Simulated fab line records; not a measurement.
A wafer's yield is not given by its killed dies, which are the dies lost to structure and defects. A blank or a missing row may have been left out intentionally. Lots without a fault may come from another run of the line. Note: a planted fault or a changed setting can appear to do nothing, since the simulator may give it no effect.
fab line records	flow nand_harc
record lots=12	wafers=36	last_day=24
route steps=1159 shown P_START@1 P_ZERO_WELL@18 P_STI@87 END@1159
lots that met no fault: taken from a fault-free run of the same line
start_h: start of the lot's first displayed wafer, in hours after the record's first day	wait_h: hours from the lot's prior step to this one	" same as the row above	L1.1+2: one row covering several wafers at once	- no value present, or no start provided	* or withheld: withheld	< > ~ a bound
route shown NAME@n: a module of which the file shows steps, and the number in the route of the first	usual: mean/standard deviation of fault-free wafers	same: alike in all rows	chamber/n: place in a boat	sites: readings site by site	_std_site: standard deviation of those values	_edge_site: the outer-site mean with the inner-site mean subtracted	radius_mm: for every site, how far away it sits from the centre of the wafer	mask NAME#n: copy n	behind: tool/chamber where the wafer was last shaped	hold: cause of the lot's hold/its duration in hours/its outcome	device: transistor that didn't switch, given as n, p or np	end of line: the route-end tests of the same wafers	a step with no rows: only its recipe	killed: at the first sort, the dies lost to defects and structure; wafer yield is something else	map: dies across one wafer; x = killed, . = not, _ = none there
set.NAME: the setting as run; set.NAME@STEP: as run at that earlier step	model.NAME: the simulator's own value behind a step, which no gauge read
steps of the route over a sample of lots; a table a step, a row a wafer
services: a tool's chamber out of use, with start hour (start_h, from the record's first day; less than 0 if before it), hours out, and reason
## steps
# step NHARC_P_START_INSPECT_01
# usual raw_defect_count=3.6/2.2
lot.wafer	tool	chamber	start_h	wait_h	raw_defect_count
L690.1	defect_inspect-01	-	12.04	-	1
L690.3	"	-	"	"	2
L690.6	"	-	"	"	3
L692.2	defect_inspect-01	-	24.04	-	5
L692.4	"	-	"	"	2
L692.6	"	-	"	"	4
L693.3	defect_inspect-02	-	30.04	-	3
L693.4	"	-	"	"	4
L693.6	"	-	"	"	2
L695.2	defect_inspect-01	-	42.04	-	4
L695.3	"	-	"	"	4
L695.4	"	-	"	"	3
L696.2	defect_inspect-02	-	48.04	-	3
L696.3	"	-	"	"	1
L696.5	"	-	"	"	2
L698.1	defect_inspect-02	-	60.04	-	9
L698.3	"	-	"	"	3
L698.5	"	-	"	"	6
L699.1	defect_inspect-01	-	66.04	-	1
L699.3	"	-	"	"	3
L699.6	"	-	"	"	3
L703.2	defect_inspect-01	-	90.04	-	1
L703.3	"	-	"	"	1
L703.5	"	-	"	"	1
L707.1	defect_inspect-01	-	114.04	-	4
L707.3	"	-	"	"	7
L707.6	"	-	"	"	1
L708.1	defect_inspect-02	-	120.04	-	7
L708.3	"	-	"	"	3
L708.4	"	-	"	"	5
L710.1	defect_inspect-02	-	132.04	-	1
L710.2	"	-	"	"	5
L710.4	"	-	"	"	5
L713.2	defect_inspect-02	-	150.04	-	5
L713.4	"	-	"	"	3
L713.5	"	-	"	"	2
# step NHARC_P_ZERO_WELL_ETCH_62
# recipe target_depth_a=130	time_s=6.5	chf3_flow_sccm=50	ar_flow_sccm=200	rf_w=500	bias_w=200	chemistry=CHF3/Ar
# usual drypump_motor_current_A=5.9/0.48	oes_product_au=0.960/0.022	rf_fwd_power_W=488.9/2.1	rf_vpp_V=370.8/2.2	showerhead_plenum_p_Torr=2.35/0.092	throttle_valve_pct=20.216/0.0095
lot.wafer	tool	chamber	start_h	wait_h	drypump_motor_current_A	oes_product_au	rf_fwd_power_W	rf_hours_counter_h	rf_vpp_V	showerhead_plenum_p_Torr	throttle_valve_pct
L690.3	rie_diel-05	1	-	-	6.6	0.976	488.9	2	371.7	2.34	20.204
L690.1	"	2	"	"	5.5	0.981	490.6	2	371.0	2.34	20.221
L690.6	"	0	"	"	6.3	0.959	488.6	-	371.8	2.33	20.244
L692.4	rie_diel-05	1	-	-	6.7	0.933	487.8	2	371.9	2.34	20.219
L692.2	"	2	"	"	5.5	0.921	488.8	2	369.6	2.34	20.227
L692.6	"	1	"	"	6.7	0.945	490.1	-	371.5	2.34	20.206
L693.3	rie_diel-04	2	-	-	6.0	0.972	486.6	5	368.8	2.26	20.219
L693.4	"	3	"	"	5.3	0.968	489.0	7	374.4	2.48	20.214
L693.6	"	2	"	"	6.0	0.967	487.8	-	369.2	2.26	20.217
L695.4	rie_diel-04	1	-	-	5.7	0.921	492.7	8	373.9	2.51	20.216
L695.3	"	2	"	"	6.0	0.909	487.9	6	369.4	2.26	20.227
L695.2	"	0	"	"	6.1	0.924	491.5	8	372.1	2.42	20.206
L696.3	rie_diel-05	1	-	-	6.7	0.966	491.1	3	371.7	2.34	20.201
L696.2	"	3	"	"	5.2	0.979	487.9	4	366.7	2.22	20.210
L696.5	"	1	"	"	6.7	0.950	493.5	-	370.7	2.34	20.233
L698.1	rie_diel-05	1	-	-	6.7	0.951	487.9	5	370.8	2.34	20.215
L698.3	"	0	"	"	6.3	0.958	489.3	5	369.6	2.32	20.210
L698.5	"	1	"	"	6.7	0.939	489.0	-	371.2	2.34	20.221
L699.1	rie_diel-04	2	-	-	6.1	0.906	489.0	6	368.6	2.26	20.216
L699.3	"	0	"	"	6.1	0.921	490.6	9	372.4	2.42	20.214
L699.6	"	2	"	"	6.0	0.918	485.5	-	369.2	2.26	20.218
L703.2	rie_diel-13	1	-	-	5.8	0.947	488.3	8	372.7	2.44	20.224
L703.3	"	3	"	"	5.9	0.977	488.3	7	371.0	2.40	20.228
L703.5	"	0	"	"	5.9	0.984	485.5	-	366.3	2.20	20.207
L707.3	rie_diel-05	2	-	-	5.5	0.954	490.7	9	371.0	2.34	20.211
L707.1	"	3	"	"	5.2	0.999	486.7	10	368.6	2.22	20.226
L707.6	"	1	"	"	6.7	0.946	488.0	-	370.2	2.34	20.240
L708.1	rie_diel-04	1	-	-	5.7	0.973	491.2	0	375.2	2.51	20.205
L708.3	"	2	"	"	6.0	0.948	488.4	0	369.1	2.26	20.208
L708.4	"	3	"	"	5.3	0.982	484.8	0	374.8	2.47	20.220
L710.4	rie_diel-04	1	-	-	5.7	0.962	495.6	2	374.4	2.51	20.210
L710.1	"	3	"	"	5.3	0.971	486.1	1	372.8	2.47	20.234
L710.2	"	0	"	"	6.1	0.971	491.7	2	372.6	2.42	20.210
L713.4	rie_diel-05	1	-	-	6.6	0.961	489.4	9	370.9	2.34	20.224
L713.2	"	0	"	"	6.4	0.982	490.8	11	370.0	2.32	20.230
L713.5	"	2	"	"	5.6	0.954	488.9	-	372.3	2.34	20.241
# step NHARC_P_ZERO_WELL_EXPOSE_34
# recipe na=0.6	target_cd_nm=720	dose_mj=22.31	mask_id=P_PWELL
# usual exposure_dose_mJ_cm2=22.307/0.024	focus_offset_nm=0.0/0.5
lot.wafer	tool	chamber	start_h	wait_h	mask	exposure_dose_mJ_cm2	focus_offset_nm
L690.1	krf_scanner-01	0	16.07	-	P_PWELL#0	22.318	0.2
L690.3	"	0	"	"	P_PWELL#0	22.306	0.0
L690.6	"	0	"	"	P_PWELL#0	22.316	0.0
L692.2	krf_scanner-03	0	27.86	-	P_PWELL#0	22.363	0.4
L692.4	"	0	"	"	P_PWELL#0	22.321	1.4
L692.6	"	0	"	"	P_PWELL#0	22.339	0.3
L693.3	krf_scanner-02	0	33.94	-	P_PWELL#0	22.289	-0.4
L693.4	"	0	"	"	P_PWELL#0	22.268	0.2
L693.6	"	0	"	"	P_PWELL#0	22.277	-0.5
L695.2	krf_scanner-01	0	46.11	-	P_PWELL#0	22.296	-0.1
L695.3	"	0	"	"	P_PWELL#0	22.284	0.7
L695.4	"	0	"	"	P_PWELL#0	22.275	0.1
L696.2	krf_scanner-02	0	51.98	-	P_PWELL#0	32.840	0.5
L696.3	"	0	"	"	P_PWELL#0	32.845	-0.7
L696.5	"	0	"	"	P_PWELL#0	32.866	0.0
L698.1	krf_scanner-02	0	63.96	-	P_PWELL#0	32.868	-0.7
L698.3	"	0	"	"	P_PWELL#0	32.866	0.6
L698.5	"	0	"	"	P_PWELL#0	32.887	0.1
L699.1	krf_scanner-02	0	69.96	-	P_PWELL#0	32.859	0.1
L699.3	"	0	"	"	P_PWELL#0	32.857	0.1
L699.6	"	0	"	"	P_PWELL#0	32.862	0.2
L703.2	krf_scanner-01	0	94.02	-	P_PWELL#0	22.336	-0.4
L703.3	"	0	"	"	P_PWELL#0	22.342	0.1
L703.5	"	0	"	"	P_PWELL#0	22.327	-0.4
L707.1	krf_scanner-01	0	117.96	-	P_PWELL#0	22.304	0.1
L707.3	"	0	"	"	P_PWELL#0	22.302	-0.5
L707.6	"	0	"	"	P_PWELL#0	22.302	-0.5
L708.1	krf_scanner-03	0	123.95	-	P_PWELL#0	22.299	-0.7
L708.3	"	0	"	"	P_PWELL#0	22.324	0.5
L708.4	"	0	"	"	P_PWELL#0	22.302	-0.2
L710.1	krf_scanner-03	0	135.95	-	P_PWELL#0	22.299	-0.1
L710.2	"	0	"	"	P_PWELL#0	22.324	0.4
L710.4	"	0	"	"	P_PWELL#0	22.331	-0.2
L713.2	krf_scanner-01	0	153.86	-	P_PWELL#0	22.292	1.2
L713.4	"	0	"	"	P_PWELL#0	22.274	0.8
L713.5	"	0	"	"	P_PWELL#0	22.299	0.4
# step NHARC_P_ZERO_WELL_CD_MEAS_37
# recipe target_cd_nm=720	landing_energy_ev=500
# usual cd_nm=720.2/2.5
# same landing_energy_ev=500
lot.wafer	tool	chamber	start_h	wait_h	cd_nm
L690.1	cd_sem-01	0	16.23	-	718.8
L690.3	"	0	"	"	721.1
L690.6	"	0	"	"	717.2
L692.2	cd_sem-02	0	28.01	-	720.1
L692.4	"	0	"	"	720.6
L692.6	"	0	"	"	719.8
L693.3	cd_sem-01	0	34.09	-	720.2
L693.4	"	0	"	"	720.6
L693.6	"	0	"	"	722.5
L695.2	cd_sem-02	0	46.26	-	724.9
L695.3	"	0	"	"	721.3
L695.4	"	0	"	"	720.1
L696.2	cd_sem-03	0	52.13	-	789.1
L696.3	"	0	"	"	786.8
L696.5	"	0	"	"	786.6
L698.1	cd_sem-03	0	64.12	-	788.6
L698.3	"	0	"	"	788.2
L698.5	"	0	"	"	786.6
L699.1	cd_sem-02	0	70.13	-	787.2
L699.3	"	0	"	"	786.4
L699.6	"	0	"	"	785.5
L703.2	cd_sem-01	0	94.18	-	717.8
L703.3	"	0	"	"	719.6
L703.5	"	0	"	"	719.5
L707.1	cd_sem-02	0	118.12	-	720.3
L707.3	"	0	"	"	720.1
L707.6	"	0	"	"	721.8
L708.1	cd_sem-01	0	124.10	-	717.5
L708.3	"	0	"	"	716.1
L708.4	"	0	"	"	721.9
L710.1	cd_sem-02	0	136.10	-	719.8
L710.2	"	0	"	"	725.0
L710.4	"	0	"	"	719.8
L713.2	cd_sem-02	0	154.01	-	718.6
L713.4	"	0	"	"	719.9
L713.5	"	0	"	"	720.8
# step NHARC_P_STI_DESCUM_14
# recipe time_s=3	o2_flow_sccm=200	ar_flow_sccm=0	bias_power_w=0	chemistry=O2
# usual drypump_motor_current_A=5.6/0.43	oes_product_au=1.008/0.012	rf_vpp_V=57.9/0.85	showerhead_plenum_p_Torr=1.94/0.075	throttle_valve_pct=11.310/0.009
lot.wafer	tool	chamber	start_h	wait_h	drypump_motor_current_A	oes_product_au	rf_hours_counter_h	rf_vpp_V	showerhead_plenum_p_Torr	throttle_valve_pct
L690.3	rie_diel-06	3	31.66	-	6.0	1.013	4.1	57.1	1.95	11.292
L690.1	"	0	"	"	5.0	0.995	4.0	56.5	1.94	11.316
L690.6	"	2	"	"	5.4	1.008	-	58.2	2.06	11.317
L692.4	rie_diel-11	0	47.59	-	5.4	1.024	1.8	58.2	1.89	11.327
L692.2	"	1	"	"	5.4	1.000	1.6	57.1	1.82	11.313
L692.6	"	2	"	"	6.5	0.983	-	57.7	1.89	11.320
L693.4	rie_diel-12	0	52.95	-	5.0	1.023	0.3	56.9	1.93	11.301
L693.3	"	1	"	"	6.1	1.009	0.3	57.7	2.06	11.312
L693.6	"	1	"	"	6.1	1.012	-	59.9	2.06	11.308
L695.3	rie_diel-12	1	62.36	-	6.1	1.012	0.6	58.4	2.06	11.325
L695.2	"	2	"	"	5.6	1.004	0.5	56.8	1.82	11.300
L695.4	"	3	"	"	5.6	1.014	0.5	57.7	2.00	11.307
L696.3	rie_diel-11	2	71.10	-	6.5	0.988	2.9	57.9	1.89	11.316
L696.2	"	3	"	"	5.7	1.014	3.0	58.0	1.89	11.317
L696.5	"	1	"	"	5.5	1.007	-	57.0	1.82	11.314
L698.3	rie_diel-11	2	83.73	-	6.5	0.986	3.4	57.9	1.89	11.312
L698.1	"	3	"	"	5.8	1.011	3.5	57.5	1.89	11.313
L698.5	"	2	"	"	6.5	0.983	-	57.4	1.89	11.313
L699.1	rie_diel-06	3	91.78	-	6.0	1.010	0.6	57.8	1.95	11.315
L699.3	"	1	"	"	5.3	0.997	0.5	57.5	1.97	11.307
L699.6	"	3	"	"	6.0	1.004	-	58.5	1.95	11.302
L703.3	rie_diel-06	1	113.06	-	5.3	0.992	1.0	57.8	1.97	11.296
L703.2	"	3	"	"	6.0	1.013	1.3	58.4	1.95	11.311
L703.5	"	0	"	"	5.0	1.010	-	57.4	1.94	11.312
L707.3	rie_diel-12	1	138.72	-	6.1	1.003	2.2	57.8	2.06	11.311
L707.1	"	2	"	"	5.6	1.014	2.1	56.6	1.82	11.332
L707.6	"	0	"	"	5.0	1.011	-	58.4	1.93	11.306
L708.4	rie_diel-11	1	144.48	-	5.5	1.024	7.8	57.7	1.82	11.311
L708.1	"	3	"	"	5.8	1.015	7.8	57.7	1.89	11.311
L708.3	"	0	"	"	5.4	1.014	7.9	57.0	1.89	11.304
L710.4	rie_diel-11	0	159.49	-	5.5	1.008	8.8	59.2	1.89	11.286
L710.1	"	1	"	"	5.4	1.021	8.8	57.5	1.82	11.305
L710.2	"	2	"	"	6.5	0.991	8.8	58.9	1.88	11.303
L713.4	rie_diel-06	3	172.85	-	6.0	1.016	3.4	59.0	1.95	11.301
L713.2	"	0	"	"	5.0	0.997	3.0	58.5	1.94	11.311
L713.5	"	0	"	"	5.0	0.999	-	58.0	1.94	11.320
# step NHARC_END_SORT_01
# recipe temp_c=25
# usual killed_at_array=30/10	killed_at_other=0.5/0.82	killed_at_periphery=2.9/2	killed_dies=34/11	killed_open=3.2/1.8	killed_short=2.0/1.4
# same gross_dies=677
lot.wafer	tool	chamber	start_h	wait_h	killed_at_array	killed_at_other	killed_at_periphery	killed_dies	killed_open	killed_short
L696.2	prober-01	0	482.63	2.8	25	1	8	34	4	2
L696.3	prober-01	0	483.42	3.1	27	5	15	47	5	1
L696.5	prober-01	0	485.01	3.7	24	1	12	37	3	0
L707.1	prober-02	0	567.52	2.5	37	0	6	43	5	3
L707.3	prober-02	0	569.11	3.1	36	0	4	40	2	2
L707.6	prober-02	0	571.51	4.0	40	1	2	43	6	2
L710.1	prober-01	0	574.19	2.5	29	1	1	31	4	4
L710.2	prober-01	0	574.99	2.8	15	1	3	19	3	1
L710.4	prober-01	0	576.59	3.4	28	0	5	33	1	1
L713.2	prober-01	0	582.83	2.8	18	0	3	21	4	4
L713.4	prober-01	0	584.44	3.4	21	0	5	26	5	2
L713.5	prober-01	0	585.24	3.7	13	1	2	16	3	1
# killed by level:class
L696.2 A_CONTACT:chamber_film_flake=11 A_CHANNEL_HOLE_D1:chamber_film_flake=4 P_ZERO_WELL:area_expose=4 P_CONTACT:chamber_film_flake=3 A_STAIRCASE:chamber_film_flake=3 A_CHANNEL_HOLE_D1:geometric_particle:open=1 A_CHANNEL_FILL_D1:geometric_particle:short=1 A_WL_FILL:geometric_particle:open=1
L696.3 A_CONTACT:chamber_film_flake=13 P_CONTACT:chamber_film_flake=8 A_WL_FILL:chamber_film_flake=4 THIN_TSV:chamber_film_flake=4 P_ZERO_WELL:area_expose=4 A_CHANNEL_HOLE_D1:chamber_film_flake=3 P_M0:geometric_particle:open=2 A_CONTACT:geometric_particle:open=2
L696.5 A_CONTACT:chamber_film_flake=12 P_CONTACT:chamber_film_flake=6 A_CHANNEL_HOLE_D1:chamber_film_flake=4 A_STAIRCASE:chamber_film_flake=3 A_SGD_CUT:chamber_film_flake=2 A_WL_FILL:chamber_film_flake=2 P_ZERO_WELL:area_expose=2 P_CONTACT:geometric_particle:open=1
L707.1 A_CHANNEL_HOLE_D1:chamber_film_flake=15 A_SLIT:chamber_film_flake=11 A_STAIRCASE:chamber_film_flake=3 P_GATE:geometric_particle:open=2 A_CHANNEL_FILL_D1:geometric_particle:short=2 A_WL_FILL:geometric_particle:open=2 P_STI:chamber_film_flake=2 A_CONTACT:chamber_film_flake=2
L707.3 A_CHANNEL_HOLE_D1:chamber_film_flake=15 A_SLIT:chamber_film_flake=14 P_GATE:chamber_film_flake=2 A_STAIRCASE:chamber_film_flake=2 A_CONTACT:chamber_film_flake=2 P_CONTACT:geometric_particle:short=1 A_SOURCE_PLATE:geometric_particle:short=1 A_CHANNEL_FILL_D1:geometric_particle:open=1
L707.6 A_CHANNEL_HOLE_D1:chamber_film_flake=15 A_SLIT:chamber_film_flake=15 A_CONTACT:chamber_film_flake=4 P_CONTACT:geometric_particle:open=2 A_CHANNEL_FILL_D1:geometric_particle:open=2 A_CONTACT:geometric_particle:open=2 A_ONON_D1:geometric_particle:short=1 A_M0:geometric_particle:short=1
L710.1 A_CHANNEL_HOLE_D1:chamber_film_flake=12 A_CONTACT:chamber_film_flake=7 A_SGD_CUT:geometric_particle:short=2 A_CHANNEL_HOLE_D1:geometric_particle:open=1 A_CHANNEL_FILL_D1:geometric_particle:open=1 A_WL_FILL:geometric_particle:short=1 A_CONTACT:geometric_particle:open=1 A_CONTACT:geometric_particle:short=1
L710.2 A_CHANNEL_HOLE_D1:chamber_film_flake=7 A_CONTACT:chamber_film_flake=3 A_STAIRCASE:chamber_film_flake=2 P_CONTACT:geometric_particle:open=1 A_CHANNEL_HOLE_D1:geometric_particle:short=1 A_CHANNEL_FILL_D1:geometric_particle:open=1 A_CONTACT:geometric_particle:open=1 P_GATE:chamber_film_flake=1
L710.4 A_CHANNEL_HOLE_D1:chamber_film_flake=21 A_M0:chamber_film_flake=4 P_CONTACT:chamber_film_flake=2 P_GATE:geometric_particle:open=1 A_WL_FILL:geometric_particle:short=1 P_GATE:chamber_film_flake=1 P_M2:chamber_film_flake=1 A_CONTACT:chamber_film_flake=1
L713.2 A_CHANNEL_HOLE_D1:chamber_film_flake=6 A_STAIRCASE:chamber_film_flake=3 A_CONTACT:geometric_particle:open=2 A_CONTACT:chamber_film_flake=2 P_STI:geometric_particle:open=1 P_M1:geometric_particle:short=1 A_SOURCE_PLATE:geometric_particle:open=1 A_ONON_D1:geometric_particle:short=1
L713.4 A_CHANNEL_HOLE_D1:chamber_film_flake=11 A_CONTACT:geometric_particle:open=3 A_CONTACT:geometric_particle:short=2 A_M0:geometric_particle:open=2 P_GATE:chamber_film_flake=2 P_M2:chamber_film_flake=2 P_STI:chamber_film_flake=1 A_CHANNEL_FILL_D1:chamber_film_flake=1
L713.5 A_CHANNEL_HOLE_D1:chamber_film_flake=5 A_STAIRCASE:chamber_film_flake=4 P_GATE:chamber_film_flake=2 A_SLIT:geometric_particle:open=1 A_WL_FILL:geometric_particle:open=1 A_CONTACT:geometric_particle:open=1 STARTING-WAFER:geometric_particle:short=1 A_WL_FILL:chamber_film_flake=1
## services
tool	chamber	start_h	hours	kind
rie_diel-11	3	-8.98	8.0	repair
krf_scanner-01	-	-7.61	0.5	repair
krf_scanner-03	-	-4.00	4.0	pm
rie_diel-12	3	-2.30	21.1	repair
rie_diel-11	2	0.96	3.2	repair
krf_scanner-03	-	4.00	0.4	repair
rie_diel-05	3	6.48	1.6	repair
rie_diel-11	0	8.63	9.8	repair
rie_diel-11	-	12.50	9.0	pm
rie_diel-12	0	20.85	9.5	repair
rie_diel-12	-	25.40	9.0	pm
rie_diel-11	2	32.93	5.1	repair
rie_diel-06	2	48.48	5.0	repair
rie_diel-06	-	64.20	9.0	pm
rie_diel-05	1	68.26	2.9	repair
rie_diel-06	1	76.39	4.0	repair
rie_diel-11	1	76.69	8.8	repair
krf_scanner-02	-	77.34	4.0	pm
krf_scanner-01	-	84.00	4.0	pm
rie_diel-05	1	89.00	6.6	repair
rie_diel-04	-	111.90	9.0	pm
krf_scanner-01	-	122.40	4.9	repair
rie_diel-04	3	154.52	27.0	repair
rie_diel-05	-	163.62	9.0	pm
## key
first_sign step=NHARC_P_ZERO_WELL_EXPOSE_34	reading=exposure_dose_mJ_cm2	direction=up	sigmas=99+	usual=22.307	struck=32.861
effect step=NHARC_P_ZERO_WELL_CD_MEAS_37	reading=cd_nm	direction=up	sigmas=27	usual=720.2	struck=787.2
met_at NHARC_P_ZERO_WELL_EXPOSE_34
struck_lots L696,L698,L699
rows_end L698.1,L698.3,L698.5,L699.1,L699.3,L699.6
tester_left_out L696
not_acting_at NHARC_P_START_INSPECT_01,NHARC_P_ZERO_WELL_ETCH_62,NHARC_P_STI_DESCUM_14
onset_between 33.94 51.98
fault kind=process_parameter_drift	tool=krf_scanner-02	chamber=-	onset_h=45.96	steps=NHARC_P_ZERO_WELL_EXPOSE_34	channel=dose_mj	offset=10.541	shape=step	acts_in=these_recipes_only	stated=22.31
# tester_left_out: of these lots the tester's yield and bins aren't shown, on N5 and GAA mostly nor the transistor test; their killed dies are dies lost to structure and defects alone, not to doping, threshold or leakage, so they don't give the yield
# rows_end: these wafers met a further fault down the route, and their rows from its step on are left out
